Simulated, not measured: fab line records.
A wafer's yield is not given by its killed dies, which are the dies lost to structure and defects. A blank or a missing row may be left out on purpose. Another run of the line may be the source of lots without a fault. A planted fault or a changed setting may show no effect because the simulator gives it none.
fab line records :: flow n5-finfet :: part 2 of 2: steps 21 to 28 of 28
record:
  lots: 5
  wafers: 15
  last-day: 16
route steps=1938 shown BEOL_M6@1213
lots that met no fault: taken from a fault-free run of the same line
start-h: hours from the record's first day to the start of the lot's first wafer shown :: wait-h: how many hours have passed since the lot's step before this one :: " identical to the entry in the row above :: L1.1+2: several wafers, shown together as one row :: - no value, or no start was given :: * or withheld: withheld :: < > ~ a bound
route shown NAME@n: a module of which the file shows steps, and the number in the route of the first :: usual: mean and standard deviation over wafers with no fault :: same: alike in all rows :: chamber/n: place in a boat :: sites: the reading at each site :: _std_site: the values' standard deviation :: _edge_site: the outer-site mean with the inner-site mean subtracted :: radius-mm: for every site, how far away it sits from the centre of the wafer :: mask NAME#n: copy n :: behind: tool/chamber where the wafer was last shaped :: hold: why the lot was held/for how many hours/how that ended :: device: the n, p or np transistor that did not switch :: end of line: the same wafers' tests at the end of the route :: step lacking rows: just its recipe :: killed: dies lost to structure and defects at the first sort, not the wafer's yield :: map: the dies of a wafer, with x for killed, . for not killed, _ for no die there
set.NAME: setting as actually run; set.NAME@STEP: the setting as run at that earlier step :: model.NAME: the simulator's own value behind a step, which no gauge read
lots seen at some steps along the route; tables by step, rows by wafer
services: the hour from which a tool's chamber was out of use, counted from the record's first day as start-h (under 0 if before that day), plus the number of hours and why
== steps ==
step: N5_BEOL_M6_ETCH_66
recipe:
  chemistry: N2/H2
  target: SOC
  target-depth-a: 800
  overetch-a: 160
  mask-material: SiARC
  temp-c: 40
  time-s: 120
  ion-energy-ev: 200
  pressure-mtorr: 30
  source-w: 840
  bias-w: 150
  n2-flow-sccm: 200
  h2-flow-sccm: 200
usual:
  drypump-motor-current-A: 5.6/0.33
  oes-product-au: 0.60/0.058
  rf-vpp-V: 524.5/1.8
  showerhead-plenum-p-Torr: 2.56/0.065
  throttle-valve-pct: 17.82/0.26
same:
  time-s: 120
lot.wafer: L074.2
tool: rie-diel-01
chamber: 3
start-h: 184.53
wait-h: 0.0
drypump-motor-current-A: 5.5
oes-product-au: 0.67
rf-hours-counter-h: 41
rf-vpp-V: 521.2
showerhead-plenum-p-Torr: 2.49
throttle-valve-pct: 17.55

lot.wafer: L074.3
tool: rie-diel-01
chamber: 0
start-h: 184.53
wait-h: 0.0
drypump-motor-current-A: 5.7
oes-product-au: 0.65
rf-hours-counter-h: 59
rf-vpp-V: 528.1
showerhead-plenum-p-Torr: 2.71
throttle-valve-pct: 17.55

lot.wafer: L074.5
tool: rie-diel-01
chamber: 1
start-h: 184.53
wait-h: 0.0
drypump-motor-current-A: 5.5
oes-product-au: 0.58
rf-hours-counter-h: -
rf-vpp-V: 526.6
showerhead-plenum-p-Torr: 2.65
throttle-valve-pct: 18.02

lot.wafer: L075.1
tool: rie-diel-01
chamber: 0
start-h: 190.26
wait-h: 0.0
drypump-motor-current-A: 5.8
oes-product-au: 0.65
rf-hours-counter-h: 62
rf-vpp-V: 527.4
showerhead-plenum-p-Torr: 2.71
throttle-valve-pct: 17.55

lot.wafer: L075.3
tool: rie-diel-01
chamber: 2
start-h: 190.26
wait-h: 0.0
drypump-motor-current-A: 5.7
oes-product-au: 0.53
rf-hours-counter-h: 235
rf-vpp-V: 526.1
showerhead-plenum-p-Torr: 2.62
throttle-valve-pct: 18.36

lot.wafer: L075.6
tool: rie-diel-01
chamber: 1
start-h: 190.26
wait-h: 0.0
drypump-motor-current-A: 5.5
oes-product-au: 0.58
rf-hours-counter-h: -
rf-vpp-V: 526.4
showerhead-plenum-p-Torr: 2.65
throttle-valve-pct: 18.03

lot.wafer: L079.2
tool: rie-diel-03
chamber: 0
start-h: 209.28
wait-h: 0.0
drypump-motor-current-A: 5.3
oes-product-au: 0.73
rf-hours-counter-h: 1
rf-vpp-V: 526.4
showerhead-plenum-p-Torr: 2.58
throttle-valve-pct: 17.56

lot.wafer: L079.3
tool: rie-diel-03
chamber: 2
start-h: 209.28
wait-h: 0.0
drypump-motor-current-A: 6.3
oes-product-au: 0.55
rf-hours-counter-h: 215
rf-vpp-V: 523.6
showerhead-plenum-p-Torr: 2.50
throttle-valve-pct: 17.75

lot.wafer: L079.5
tool: rie-diel-03
chamber: 3
start-h: 209.28
wait-h: 0.0
drypump-motor-current-A: 5.1
oes-product-au: 0.56
rf-hours-counter-h: -
rf-vpp-V: 524.3
showerhead-plenum-p-Torr: 2.55
throttle-valve-pct: 17.94

lot.wafer: L083.1
tool: rie-diel-03
chamber: 2
start-h: 241.11
wait-h: 0.0
drypump-motor-current-A: 6.3
oes-product-au: 0.54
rf-hours-counter-h: 228
rf-vpp-V: 523.1
showerhead-plenum-p-Torr: 2.49
throttle-valve-pct: 17.80

lot.wafer: L083.3
tool: rie-diel-03
chamber: 1
start-h: 241.11
wait-h: 0.0
drypump-motor-current-A: 5.8
oes-product-au: 0.58
rf-hours-counter-h: 141
rf-vpp-V: 524.2
showerhead-plenum-p-Torr: 2.53
throttle-valve-pct: 17.65

lot.wafer: L083.4
tool: rie-diel-03
chamber: 0
start-h: 241.11
wait-h: 0.0
drypump-motor-current-A: 5.3
oes-product-au: 0.69
rf-hours-counter-h: 15
rf-vpp-V: 524.9
showerhead-plenum-p-Torr: 2.57
throttle-valve-pct: 17.58

lot.wafer: L091.3
tool: rie-diel-03
chamber: 1
start-h: 296.56
wait-h: 0.0
drypump-motor-current-A: 5.8
oes-product-au: 0.57
rf-hours-counter-h: 159
rf-vpp-V: 525.2
showerhead-plenum-p-Torr: 2.52
throttle-valve-pct: 17.67

lot.wafer: L091.5
tool: rie-diel-03
chamber: 2
start-h: 296.56
wait-h: 0.0
drypump-motor-current-A: 6.3
oes-product-au: 0.53
rf-hours-counter-h: -
rf-vpp-V: 523.0
showerhead-plenum-p-Torr: 2.49
throttle-valve-pct: 17.81

lot.wafer: L091.6
tool: rie-diel-03
chamber: 1
start-h: 296.56
wait-h: 0.0
drypump-motor-current-A: 5.8
oes-product-au: 0.56
rf-hours-counter-h: -
rf-vpp-V: 525.2
showerhead-plenum-p-Torr: 2.52
throttle-valve-pct: 17.65
step: N5_BEOL_M6_STRIP_69
recipe:
  chemistry: N2/H2
  temp-c: 40
  n2-flow-sccm: 200
  h2-flow-sccm: 200
  rf-frequency-hz: 6e+07
lot.wafer: L074.2+3+5
tool: rie-diel-01
chamber: 3,0,1
start-h: 184.61
wait-h: 0.0

lot.wafer: L075.1+3+6
tool: rie-diel-01
chamber: 0,2,1
start-h: 190.34
wait-h: 0.0

lot.wafer: L079.2+3+5
tool: rie-diel-03
chamber: 0,2,3
start-h: 209.36
wait-h: 0.0

lot.wafer: L083.1+3+4
tool: rie-diel-03
chamber: 2,1,0
start-h: 241.19
wait-h: 0.0

lot.wafer: L091.3+5+6
tool: rie-diel-03
chamber: 1,2,1
start-h: 296.65
wait-h: 0.0
step: N5_BEOL_M6_STRIP_73
recipe:
  chemistry: N2/H2
  temp-c: 40
  n2-flow-sccm: 200
  h2-flow-sccm: 200
  rf-frequency-hz: 6e+07
lot.wafer: L074.2+3+5
tool: rie-diel-01
chamber: 3,0,1
start-h: 184.62
wait-h: 0.0

lot.wafer: L075.1+3+6
tool: rie-diel-01
chamber: 0,2,1
start-h: 190.35
wait-h: 0.0

lot.wafer: L079.2+3+5
tool: rie-diel-03
chamber: 0,2,3
start-h: 209.37
wait-h: 0.0

lot.wafer: L083.1+3+4
tool: rie-diel-03
chamber: 2,1,0
start-h: 241.20
wait-h: 0.0

lot.wafer: L091.3+5+6
tool: rie-diel-03
chamber: 1,2,1
start-h: 296.66
wait-h: 0.0
step: N5_BEOL_M6_VIA_ETCH_34
recipe:
  chemistry: C4F6/O2
  target: SiCOH_lowk
  target-depth-a: 1263
  mask-material: SOC
  taper-deg: 4
  time-s: 50.9
  ion-energy-ev: 250
  pressure-mtorr: 30
  source-w: 345
  bias-w: 185
  Ar_flow_sccm: 300
  C4F6_flow_sccm: 10
  O2_flow_sccm: 10
usual:
  drypump-motor-current-A: 5.6/0.33
  oes-product-au: 0.78/0.079
  rf-vpp-V: 667/12
  showerhead-plenum-p-Torr: 2.87/0.067
  throttle-valve-pct: 20.92/0.25
same:
  time-s: 50.9
lot.wafer: L074.2
tool: rie-diel-01
chamber: 3
start-h: 184.63
wait-h: 0.0
drypump-motor-current-A: 5.5
oes-product-au: 0.87
rf-hours-counter-h: 41
rf-vpp-V: 666
showerhead-plenum-p-Torr: 2.80
throttle-valve-pct: 20.62

lot.wafer: L074.3
tool: rie-diel-01
chamber: 0
start-h: 184.63
wait-h: 0.0
drypump-motor-current-A: 5.7
oes-product-au: 0.86
rf-hours-counter-h: 60
rf-vpp-V: 664
showerhead-plenum-p-Torr: 2.99
throttle-valve-pct: 20.42

lot.wafer: L074.5
tool: rie-diel-01
chamber: 1
start-h: 184.63
wait-h: 0.0
drypump-motor-current-A: 5.5
oes-product-au: 0.76
rf-hours-counter-h: -
rf-vpp-V: 667
showerhead-plenum-p-Torr: 2.94
throttle-valve-pct: 21.00

lot.wafer: L075.1
tool: rie-diel-01
chamber: 0
start-h: 190.36
wait-h: 0.0
drypump-motor-current-A: 5.7
oes-product-au: 0.85
rf-hours-counter-h: 62
rf-vpp-V: 666
showerhead-plenum-p-Torr: 2.99
throttle-valve-pct: 20.43

lot.wafer: L075.3
tool: rie-diel-01
chamber: 2
start-h: 190.36
wait-h: 0.0
drypump-motor-current-A: 5.6
oes-product-au: 0.69
rf-hours-counter-h: 235
rf-vpp-V: 679
showerhead-plenum-p-Torr: 2.92
throttle-valve-pct: 21.28

lot.wafer: L075.6
tool: rie-diel-01
chamber: 1
start-h: 190.36
wait-h: 0.0
drypump-motor-current-A: 5.5
oes-product-au: 0.76
rf-hours-counter-h: -
rf-vpp-V: 668
showerhead-plenum-p-Torr: 2.94
throttle-valve-pct: 21.02

lot.wafer: L079.2
tool: rie-diel-03
chamber: 0
start-h: 209.38
wait-h: 0.0
drypump-motor-current-A: 5.3
oes-product-au: 0.95
rf-hours-counter-h: 2
rf-vpp-V: 670
showerhead-plenum-p-Torr: 2.94
throttle-valve-pct: 21.09

lot.wafer: L079.3
tool: rie-diel-03
chamber: 2
start-h: 209.38
wait-h: 0.0
drypump-motor-current-A: 6.3
oes-product-au: 0.71
rf-hours-counter-h: 215
rf-vpp-V: 669
showerhead-plenum-p-Torr: 2.81
throttle-valve-pct: 20.91

lot.wafer: L079.5
tool: rie-diel-03
chamber: 3
start-h: 209.38
wait-h: 0.0
drypump-motor-current-A: 5.1
oes-product-au: 0.72
rf-hours-counter-h: -
rf-vpp-V: 659
showerhead-plenum-p-Torr: 2.84
throttle-valve-pct: 20.90

lot.wafer: L083.1
tool: rie-diel-03
chamber: 2
start-h: 241.21
wait-h: 0.0
drypump-motor-current-A: 6.3
oes-product-au: 0.69
rf-hours-counter-h: 228
rf-vpp-V: 670
showerhead-plenum-p-Torr: 2.80
throttle-valve-pct: 20.93

lot.wafer: L083.3
tool: rie-diel-03
chamber: 1
start-h: 241.21
wait-h: 0.0
drypump-motor-current-A: 5.8
oes-product-au: 0.75
rf-hours-counter-h: 141
rf-vpp-V: 685
showerhead-plenum-p-Torr: 2.84
throttle-valve-pct: 20.76

lot.wafer: L083.4
tool: rie-diel-03
chamber: 0
start-h: 241.21
wait-h: 0.0
drypump-motor-current-A: 5.3
oes-product-au: 0.89
rf-hours-counter-h: 15
rf-vpp-V: 669
showerhead-plenum-p-Torr: 2.93
throttle-valve-pct: 21.12

lot.wafer: L091.3
tool: rie-diel-03
chamber: 1
start-h: 296.67
wait-h: 0.0
drypump-motor-current-A: 5.8
oes-product-au: 0.75
rf-hours-counter-h: 159
rf-vpp-V: 685
showerhead-plenum-p-Torr: 2.83
throttle-valve-pct: 20.80

lot.wafer: L091.5
tool: rie-diel-03
chamber: 2
start-h: 296.67
wait-h: 0.0
drypump-motor-current-A: 6.3
oes-product-au: 0.68
rf-hours-counter-h: -
rf-vpp-V: 671
showerhead-plenum-p-Torr: 2.79
throttle-valve-pct: 20.94

lot.wafer: L091.6
tool: rie-diel-03
chamber: 1
start-h: 296.67
wait-h: 0.0
drypump-motor-current-A: 5.8
oes-product-au: 0.75
rf-hours-counter-h: -
rf-vpp-V: 685
showerhead-plenum-p-Torr: 2.83
throttle-valve-pct: 20.80
step: N5_BEOL_M6_STRIP_76
recipe:
  chemistry: C4F6/O2
  resist: SiARC
  rf-frequency-hz: 6e+07
lot.wafer: L074.2+3+5
tool: rie-diel-01
chamber: 3,0,1
start-h: 184.67
wait-h: 0.0

lot.wafer: L075.1+3+6
tool: rie-diel-01
chamber: 0,2,1
start-h: 190.40
wait-h: 0.0

lot.wafer: L079.2+3+5
tool: rie-diel-03
chamber: 0,2,3
start-h: 209.42
wait-h: 0.0

lot.wafer: L083.1+3+4
tool: rie-diel-03
chamber: 2,1,0
start-h: 241.25
wait-h: 0.0

lot.wafer: L091.3+5+6
tool: rie-diel-03
chamber: 1,2,1
start-h: 296.71
wait-h: 0.0
step: N5_BEOL_M6_STRIP_36
recipe:
  chemistry: N2/H2
  power-w: 450
  temp-c: 40
  pressure-mtorr: 20
  rf-frequency-hz: 6e+07
  overash-fraction: 0.3
  bias-power-w: 7
  h2-frac: 0.5
  n2-flow-sccm: 200
  h2-flow-sccm: 200
usual:
  drypump-motor-current-A: 5.6/0.33
  oes-product-au: 0.78/0.082
  rf-vpp-V: 59.2/1.5
  showerhead-plenum-p-Torr: 2.56/0.065
  throttle-valve-pct: 23.6/0.34
lot.wafer: L074.2
tool: rie-diel-01
chamber: 3
start-h: 184.68
wait-h: 0.0
drypump-motor-current-A: 5.5
oes-product-au: 0.89
rf-hours-counter-h: 41
rf-vpp-V: 59.3
showerhead-plenum-p-Torr: 2.49
throttle-valve-pct: 23.5

lot.wafer: L074.3
tool: rie-diel-01
chamber: 0
start-h: 184.68
wait-h: 0.0
drypump-motor-current-A: 5.7
oes-product-au: 0.83
rf-hours-counter-h: 60
rf-vpp-V: 58.2
showerhead-plenum-p-Torr: 2.71
throttle-valve-pct: 23.4

lot.wafer: L074.5
tool: rie-diel-01
chamber: 1
start-h: 184.68
wait-h: 0.0
drypump-motor-current-A: 5.5
oes-product-au: 0.75
rf-hours-counter-h: -
rf-vpp-V: 59.3
showerhead-plenum-p-Torr: 2.65
throttle-valve-pct: 23.8

lot.wafer: L075.1
tool: rie-diel-01
chamber: 0
start-h: 190.41
wait-h: 0.0
drypump-motor-current-A: 5.7
oes-product-au: 0.85
rf-hours-counter-h: 62
rf-vpp-V: 58.7
showerhead-plenum-p-Torr: 2.70
throttle-valve-pct: 23.4

lot.wafer: L075.3
tool: rie-diel-01
chamber: 2
start-h: 190.41
wait-h: 0.0
drypump-motor-current-A: 5.7
oes-product-au: 0.68
rf-hours-counter-h: 235
rf-vpp-V: 56.6
showerhead-plenum-p-Torr: 2.62
throttle-valve-pct: 24.4

lot.wafer: L075.6
tool: rie-diel-01
chamber: 1
start-h: 190.41
wait-h: 0.0
drypump-motor-current-A: 5.5
oes-product-au: 0.75
rf-hours-counter-h: -
rf-vpp-V: 60.0
showerhead-plenum-p-Torr: 2.65
throttle-valve-pct: 23.8

lot.wafer: L079.2
tool: rie-diel-03
chamber: 0
start-h: 209.43
wait-h: 0.0
drypump-motor-current-A: 5.3
oes-product-au: 0.96
rf-hours-counter-h: 2
rf-vpp-V: 60.3
showerhead-plenum-p-Torr: 2.57
throttle-valve-pct: 23.2

lot.wafer: L079.3
tool: rie-diel-03
chamber: 2
start-h: 209.43
wait-h: 0.0
drypump-motor-current-A: 6.3
oes-product-au: 0.72
rf-hours-counter-h: 215
rf-vpp-V: 58.4
showerhead-plenum-p-Torr: 2.50
throttle-valve-pct: 23.3

lot.wafer: L079.5
tool: rie-diel-03
chamber: 3
start-h: 209.43
wait-h: 0.0
drypump-motor-current-A: 5.2
oes-product-au: 0.74
rf-hours-counter-h: -
rf-vpp-V: 59.5
showerhead-plenum-p-Torr: 2.54
throttle-valve-pct: 23.9

lot.wafer: L083.1
tool: rie-diel-03
chamber: 2
start-h: 241.26
wait-h: 0.0
drypump-motor-current-A: 6.3
oes-product-au: 0.70
rf-hours-counter-h: 228
rf-vpp-V: 61.8
showerhead-plenum-p-Torr: 2.49
throttle-valve-pct: 23.3

lot.wafer: L083.3
tool: rie-diel-03
chamber: 1
start-h: 241.26
wait-h: 0.0
drypump-motor-current-A: 5.8
oes-product-au: 0.76
rf-hours-counter-h: 141
rf-vpp-V: 59.4
showerhead-plenum-p-Torr: 2.53
throttle-valve-pct: 23.4

lot.wafer: L083.4
tool: rie-diel-03
chamber: 0
start-h: 241.26
wait-h: 0.0
drypump-motor-current-A: 5.3
oes-product-au: 0.90
rf-hours-counter-h: 15
rf-vpp-V: 59.5
showerhead-plenum-p-Torr: 2.57
throttle-valve-pct: 23.3

lot.wafer: L091.3
tool: rie-diel-03
chamber: 1
start-h: 296.72
wait-h: 0.0
drypump-motor-current-A: 5.8
oes-product-au: 0.73
rf-hours-counter-h: 159
rf-vpp-V: 61.2
showerhead-plenum-p-Torr: 2.52
throttle-valve-pct: 23.4

lot.wafer: L091.5
tool: rie-diel-03
chamber: 2
start-h: 296.72
wait-h: 0.0
drypump-motor-current-A: 6.3
oes-product-au: 0.68
rf-hours-counter-h: -
rf-vpp-V: 58.8
showerhead-plenum-p-Torr: 2.48
throttle-valve-pct: 23.3

lot.wafer: L091.6
tool: rie-diel-03
chamber: 1
start-h: 296.72
wait-h: 0.0
drypump-motor-current-A: 5.8
oes-product-au: 0.74
rf-hours-counter-h: -
rf-vpp-V: 55.8
showerhead-plenum-p-Torr: 2.52
throttle-valve-pct: 23.4
step: N5_BEOL_M6_TRENCH_ETCH_37
recipe:
  chemistry: C4F6/O2
  target-depth-a: 944.35
  target: SiCOH_lowk
  time-s: 31.5
  ion-energy-ev: 250
  pressure-mtorr: 30
  source-w: 345
  bias-w: 185
  Ar_flow_sccm: 300
  C4F6_flow_sccm: 10
  O2_flow_sccm: 10
usual:
  drypump-motor-current-A: 5.6/0.33
  oes-product-au: 0.78/0.08
  rf-vpp-V: 666/12
  showerhead-plenum-p-Torr: 2.87/0.067
  throttle-valve-pct: 20.95/0.25
same:
  time-s: 31.5
lot.wafer: L074.2
tool: rie-diel-01
chamber: 3
start-h: -
wait-h: -
drypump-motor-current-A: 5.5
oes-product-au: 0.87
rf-hours-counter-h: 41
rf-vpp-V: 666
showerhead-plenum-p-Torr: 2.80
throttle-valve-pct: 20.64

lot.wafer: L074.3
tool: rie-diel-01
chamber: 0
start-h: -
wait-h: -
drypump-motor-current-A: 5.7
oes-product-au: 0.86
rf-hours-counter-h: 60
rf-vpp-V: 666
showerhead-plenum-p-Torr: 2.99
throttle-valve-pct: 20.47

lot.wafer: L074.5
tool: rie-diel-01
chamber: 1
start-h: -
wait-h: -
drypump-motor-current-A: 5.5
oes-product-au: 0.76
rf-hours-counter-h: -
rf-vpp-V: 667
showerhead-plenum-p-Torr: 2.94
throttle-valve-pct: 21.06

lot.wafer: L075.1
tool: rie-diel-01
chamber: 0
start-h: -
wait-h: -
drypump-motor-current-A: 5.7
oes-product-au: 0.85
rf-hours-counter-h: 62
rf-vpp-V: 665
showerhead-plenum-p-Torr: 2.99
throttle-valve-pct: 20.47

lot.wafer: L075.3
tool: rie-diel-01
chamber: 2
start-h: -
wait-h: -
drypump-motor-current-A: 5.6
oes-product-au: 0.68
rf-hours-counter-h: 235
rf-vpp-V: 678
showerhead-plenum-p-Torr: 2.92
throttle-valve-pct: 21.31

lot.wafer: L075.6
tool: rie-diel-01
chamber: 1
start-h: -
wait-h: -
drypump-motor-current-A: 5.5
oes-product-au: 0.75
rf-hours-counter-h: -
rf-vpp-V: 668
showerhead-plenum-p-Torr: 2.94
throttle-valve-pct: 21.05

lot.wafer: L079.2
tool: rie-diel-03
chamber: 0
start-h: -
wait-h: -
drypump-motor-current-A: 5.3
oes-product-au: 0.95
rf-hours-counter-h: 2
rf-vpp-V: 667
showerhead-plenum-p-Torr: 2.94
throttle-valve-pct: 21.13

lot.wafer: L079.3
tool: rie-diel-03
chamber: 2
start-h: -
wait-h: -
drypump-motor-current-A: 6.3
oes-product-au: 0.70
rf-hours-counter-h: 215
rf-vpp-V: 671
showerhead-plenum-p-Torr: 2.81
throttle-valve-pct: 20.94

lot.wafer: L079.5
tool: rie-diel-03
chamber: 3
start-h: -
wait-h: -
drypump-motor-current-A: 5.1
oes-product-au: 0.73
rf-hours-counter-h: -
rf-vpp-V: 659
showerhead-plenum-p-Torr: 2.83
throttle-valve-pct: 20.93

lot.wafer: L083.1
tool: rie-diel-03
chamber: 2
start-h: -
wait-h: -
drypump-motor-current-A: 6.3
oes-product-au: 0.69
rf-hours-counter-h: 228
rf-vpp-V: 669
showerhead-plenum-p-Torr: 2.80
throttle-valve-pct: 20.96

lot.wafer: L083.3
tool: rie-diel-03
chamber: 1
start-h: -
wait-h: -
drypump-motor-current-A: 5.8
oes-product-au: 0.75
rf-hours-counter-h: 141
rf-vpp-V: 684
showerhead-plenum-p-Torr: 2.84
throttle-valve-pct: 20.79

lot.wafer: L083.4
tool: rie-diel-03
chamber: 0
start-h: -
wait-h: -
drypump-motor-current-A: 5.3
oes-product-au: 0.89
rf-hours-counter-h: 15
rf-vpp-V: 669
showerhead-plenum-p-Torr: 2.93
throttle-valve-pct: 21.16

lot.wafer: L091.3
tool: rie-diel-03
chamber: 1
start-h: -
wait-h: -
drypump-motor-current-A: 5.8
oes-product-au: 0.73
rf-hours-counter-h: 159
rf-vpp-V: 683
showerhead-plenum-p-Torr: 2.83
throttle-valve-pct: 20.82

lot.wafer: L091.5
tool: rie-diel-03
chamber: 2
start-h: -
wait-h: -
drypump-motor-current-A: 6.3
oes-product-au: 0.67
rf-hours-counter-h: -
rf-vpp-V: 669
showerhead-plenum-p-Torr: 2.79
throttle-valve-pct: 20.97

lot.wafer: L091.6
tool: rie-diel-03
chamber: 1
start-h: -
wait-h: -
drypump-motor-current-A: 5.8
oes-product-au: 0.73
rf-hours-counter-h: -
rf-vpp-V: 685
showerhead-plenum-p-Torr: 2.83
throttle-valve-pct: 20.80
step: N5_BEOL_M6_ETCH_41
recipe:
  chemistry: CH3F/O2
  target: SiCN
  target-depth-a: 297
  taper-deg: 2
  time-s: 52
  ion-energy-ev: 120
  mask-material: TiN
  pressure-mtorr: 30
  source-w: 395
  bias-w: 75
  Ar_flow_sccm: 150
  CH3F_flow_sccm: 30
  O2_flow_sccm: 20
usual:
  drypump-motor-current-A: 5.6/0.33
  oes-product-au: 0.78/0.079
  rf-vpp-V: 297.6/1.4
  showerhead-plenum-p-Torr: 2.02/0.048
  throttle-valve-pct: 16.35/0.23
same:
  time-s: 52
lot.wafer: L074.2
tool: rie-diel-01
chamber: 3
start-h: -
wait-h: -
drypump-motor-current-A: 5.5
oes-product-au: 0.87
rf-hours-counter-h: 41
rf-vpp-V: 294.9
showerhead-plenum-p-Torr: 1.96
throttle-valve-pct: 15.97

lot.wafer: L074.3
tool: rie-diel-01
chamber: 0
start-h: -
wait-h: -
drypump-motor-current-A: 5.7
oes-product-au: 0.85
rf-hours-counter-h: 60
rf-vpp-V: 301.1
showerhead-plenum-p-Torr: 2.10
throttle-valve-pct: 15.89

lot.wafer: L074.5
tool: rie-diel-01
chamber: 1
start-h: -
wait-h: -
drypump-motor-current-A: 5.5
oes-product-au: 0.76
rf-hours-counter-h: -
rf-vpp-V: 299.8
showerhead-plenum-p-Torr: 2.07
throttle-valve-pct: 16.46

lot.wafer: L075.1
tool: rie-diel-01
chamber: 0
start-h: -
wait-h: -
drypump-motor-current-A: 5.8
oes-product-au: 0.85
rf-hours-counter-h: 62
rf-vpp-V: 299.4
showerhead-plenum-p-Torr: 2.10
throttle-valve-pct: 15.88

lot.wafer: L075.3
tool: rie-diel-01
chamber: 2
start-h: -
wait-h: -
drypump-motor-current-A: 5.7
oes-product-au: 0.67
rf-hours-counter-h: 235
rf-vpp-V: 299.0
showerhead-plenum-p-Torr: 2.06
throttle-valve-pct: 16.72

lot.wafer: L075.6
tool: rie-diel-01
chamber: 1
start-h: -
wait-h: -
drypump-motor-current-A: 5.5
oes-product-au: 0.76
rf-hours-counter-h: -
rf-vpp-V: 299.5
showerhead-plenum-p-Torr: 2.07
throttle-valve-pct: 16.46

lot.wafer: L079.2
tool: rie-diel-03
chamber: 0
start-h: -
wait-h: -
drypump-motor-current-A: 5.3
oes-product-au: 0.96
rf-hours-counter-h: 2
rf-vpp-V: 298.0
showerhead-plenum-p-Torr: 2.07
throttle-valve-pct: 16.40

lot.wafer: L079.3
tool: rie-diel-03
chamber: 2
start-h: -
wait-h: -
drypump-motor-current-A: 6.3
oes-product-au: 0.70
rf-hours-counter-h: 215
rf-vpp-V: 295.7
showerhead-plenum-p-Torr: 1.98
throttle-valve-pct: 16.44

lot.wafer: L079.5
tool: rie-diel-03
chamber: 3
start-h: -
wait-h: -
drypump-motor-current-A: 5.1
oes-product-au: 0.72
rf-hours-counter-h: -
rf-vpp-V: 296.8
showerhead-plenum-p-Torr: 2.00
throttle-valve-pct: 16.37

lot.wafer: L083.1
tool: rie-diel-03
chamber: 2
start-h: -
wait-h: -
drypump-motor-current-A: 6.3
oes-product-au: 0.69
rf-hours-counter-h: 228
rf-vpp-V: 297.8
showerhead-plenum-p-Torr: 1.97
throttle-valve-pct: 16.48

lot.wafer: L083.3
tool: rie-diel-03
chamber: 1
start-h: -
wait-h: -
drypump-motor-current-A: 5.8
oes-product-au: 0.75
rf-hours-counter-h: 141
rf-vpp-V: 296.7
showerhead-plenum-p-Torr: 2.00
throttle-valve-pct: 16.24

lot.wafer: L083.4
tool: rie-diel-03
chamber: 0
start-h: -
wait-h: -
drypump-motor-current-A: 5.3
oes-product-au: 0.90
rf-hours-counter-h: 15
rf-vpp-V: 299.6
showerhead-plenum-p-Torr: 2.06
throttle-valve-pct: 16.43

lot.wafer: L091.3
tool: rie-diel-03
chamber: 1
start-h: -
wait-h: -
drypump-motor-current-A: 5.8
oes-product-au: 0.74
rf-hours-counter-h: 159
rf-vpp-V: 295.8
showerhead-plenum-p-Torr: 2.00
throttle-valve-pct: 16.28

lot.wafer: L091.5
tool: rie-diel-03
chamber: 2
start-h: -
wait-h: -
drypump-motor-current-A: 6.3
oes-product-au: 0.66
rf-hours-counter-h: -
rf-vpp-V: 296.3
showerhead-plenum-p-Torr: 1.97
throttle-valve-pct: 16.49

lot.wafer: L091.6
tool: rie-diel-03
chamber: 1
start-h: -
wait-h: -
drypump-motor-current-A: 5.8
oes-product-au: 0.74
rf-hours-counter-h: -
rf-vpp-V: 298.7
showerhead-plenum-p-Torr: 2.00
throttle-valve-pct: 16.27
== services ==
tool: euv-scanner-02
chamber: -
start-h: 163.30
hours: 1.0
kind: pm

tool: rie-metal-03
chamber: 1
start-h: 166.29
hours: 4.0
kind: repair

tool: rie-diel-03
chamber: 0
start-h: 170.10
hours: 5.9
kind: repair

tool: rie-metal-01
chamber: -
start-h: 177.14
hours: 4.5
kind: repair

tool: rie-diel-03
chamber: 0
start-h: 190.51
hours: -
kind: clean

tool: rie-diel-03
chamber: 0
start-h: 190.51
hours: -
kind: consumable-replace:focus-ring

tool: rie-diel-03
chamber: 0
start-h: 190.51
hours: 12.7
kind: scheduled-down

tool: rie-diel-03
chamber: 0
start-h: 190.51
hours: 12.7
kind: vent-cycle

tool: rie-metal-01
chamber: -
start-h: 197.18
hours: 2.8
kind: pm

tool: rie-diel-01
chamber: 0
start-h: 198.22
hours: 3.0
kind: repair

tool: euv-scanner-01
chamber: -
start-h: 201.22
hours: 1.0
kind: pm

tool: euv-scanner-01
chamber: -
start-h: 210.44
hours: 4.6
kind: pm

tool: euv-scanner-02
chamber: -
start-h: 219.45
hours: 1.0
kind: pm

tool: rie-diel-06
chamber: -
start-h: 232.17
hours: 14.6
kind: pm

tool: rie-diel-01
chamber: 2
start-h: 232.53
hours: -
kind: clean

tool: rie-diel-01
chamber: 2
start-h: 232.53
hours: -
kind: consumable-replace:focus-ring

tool: rie-diel-01
chamber: 2
start-h: 232.53
hours: 27.3
kind: scheduled-down

tool: rie-diel-01
chamber: 2
start-h: 232.53
hours: 27.3
kind: vent-cycle

tool: euv-scanner-01
chamber: -
start-h: 257.37
hours: 1.0
kind: pm

tool: rie-diel-03
chamber: 2
start-h: 263.59
hours: 3.8
kind: repair

tool: rie-metal-03
chamber: -
start-h: 270.28
hours: 0.5
kind: repair

tool: euv-scanner-02
chamber: -
start-h: 275.60
hours: 1.0
kind: pm

tool: euv-scanner-01
chamber: -
start-h: 277.77
hours: 0.1
kind: repair

tool: euv-scanner-02
chamber: -
start-h: 280.44
hours: 6.2
kind: repair
